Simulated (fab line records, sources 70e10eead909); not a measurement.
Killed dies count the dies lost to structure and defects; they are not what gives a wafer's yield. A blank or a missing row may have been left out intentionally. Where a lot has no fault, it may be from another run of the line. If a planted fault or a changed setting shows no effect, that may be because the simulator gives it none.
Check for tools in common ; flow nand_harc ; Sample size 2 lots and 6 wafers

== THE REASON FOR OPENING IT ==
At NHARC_END_SORT_01 the reading killed_dies is flagged on 2 of 2 lots. Wafers without a fault read 58, standard deviation 20.
Rule: a lot is flagged in two cases, either no wafer of it has a number, or all its wafers with numbers fall more than 4 standard deviations from that mean. All remaining lots are regarded as sound.

lot;measured;on;killed_dies, wafer by wafer;flag
L299;day 28 12:41;prober-02;677 677 677;FLAGGED
L300;day 29 15:25;prober-02;677 677 677;FLAGGED
On average the flagged lots' numbers are 677, which is +619 against the usual, or +31 standard deviations.

== EACH LOT AND THE TOOL IT RAN ON ==
4 process steps preceding the reading are held in the record, out of 1302 steps in the route. Every cell lists first the tool, next ch and the chambers used by the sampled wafers, and last the start.
lot;flag;NHARC_A_STAIRCASE_ETCH_188;NHARC_A_STAIRCASE_ETCH_190;NHARC_A_STAIRCASE_TRIM_191;NHARC_A_STAIRCASE_ETCH_192
L299;FLAGGED;rie_diel-01 ch 0,1,2, day 20 07:52;rie_diel-01 ch 0,2,3, day 28 12:41 or earlier;rie_diel-01 ch 0,2,3, day 28 12:41 or earlier;rie_diel-01 ch 1,2,3, day 28 12:41 or earlier
L300;FLAGGED;rie_diel-01 ch 0,1,2, day 20 21:55;rie_diel-01 ch 0,2,3, day 29 15:25 or earlier;rie_diel-01 ch 1,2,3, day 29 15:25 or earlier;rie_diel-01 ch 0,2,3, day 29 15:25 or earlier
What these steps do:
- NHARC_A_STAIRCASE_ETCH_188: etches the open film in C4F8/O2, target depth 100 nm, time 40.5 s.
- NHARC_A_STAIRCASE_ETCH_190: etches the open film in C4F8/O2, target depth 100 nm, time 40.5 s.
- NHARC_A_STAIRCASE_TRIM_191: chemistry O2, time 211.2 s.
- NHARC_A_STAIRCASE_ETCH_192: etches the open film in C4F8/O2, target depth 100 nm, time 40.5 s.
- NHARC_END_SORT_01

== FLAGGED OVER TOTAL, TOOL BY TOOL (the gauges that took the reading come last) ==
step;tool;lots run;flagged;share of the flagged lots;sound lots run after its first flagged lot
NHARC_A_STAIRCASE_ETCH_188;rie_diel-01;2;2;all;0
NHARC_A_STAIRCASE_ETCH_190;rie_diel-01;2;2;all;0
NHARC_A_STAIRCASE_TRIM_191;rie_diel-01;2;2;all;0
NHARC_A_STAIRCASE_ETCH_192;rie_diel-01;2;2;all;0
NHARC_END_SORT_01;prober-02;2;2;all;0
With no start given for some of its lots, NHARC_A_STAIRCASE_ETCH_190 uses the hours and lot order of NHARC_END_SORT_01. With no start given for some of its lots, NHARC_A_STAIRCASE_TRIM_191 uses the hours and lot order of NHARC_END_SORT_01. With no start given for some of its lots, NHARC_A_STAIRCASE_ETCH_192 uses the hours and lot order of NHARC_END_SORT_01.

== WHAT IS ALLOWED BY THE TABLE ==
5 rows of the table ran every flagged lot: rie_diel-01 at NHARC_A_STAIRCASE_ETCH_188, rie_diel-01 at NHARC_A_STAIRCASE_ETCH_190, rie_diel-01 at NHARC_A_STAIRCASE_TRIM_191, rie_diel-01 at NHARC_A_STAIRCASE_ETCH_192, prober-02 at NHARC_END_SORT_01.
- rie_diel-01 at NHARC_A_STAIRCASE_ETCH_188: 2 of its 2 lots flagged. With no sound lot run before its first flagged lot in this sample, there is nothing to narrow down the start. Its own readings lie more than 4 standard deviations out on every wafer of the flagged lots: oes_product_au, rf_fwd_power_W.
- rie_diel-01 at NHARC_A_STAIRCASE_ETCH_190: 2 of its 2 lots flagged. With no sound lot run before its first flagged lot in this sample, there is nothing to narrow down the start.
- rie_diel-01 at NHARC_A_STAIRCASE_TRIM_191: 2 of its 2 lots flagged. With no sound lot run before its first flagged lot in this sample, there is nothing to narrow down the start.
- rie_diel-01 at NHARC_A_STAIRCASE_ETCH_192: 2 of its 2 lots flagged. With no sound lot run before its first flagged lot in this sample, there is nothing to narrow down the start.
- prober-02 at NHARC_END_SORT_01: 2 of its 2 lots flagged. With no sound lot run before its first flagged lot in this sample, there is nothing to narrow down the start.
Counting lots can't tell these 2 tools apart, because each fits a fault that began at some hour. More lots, or a look at what each step does to the wafer, might.

== WHAT WAS PUT IN BY THE SIMULATOR ==
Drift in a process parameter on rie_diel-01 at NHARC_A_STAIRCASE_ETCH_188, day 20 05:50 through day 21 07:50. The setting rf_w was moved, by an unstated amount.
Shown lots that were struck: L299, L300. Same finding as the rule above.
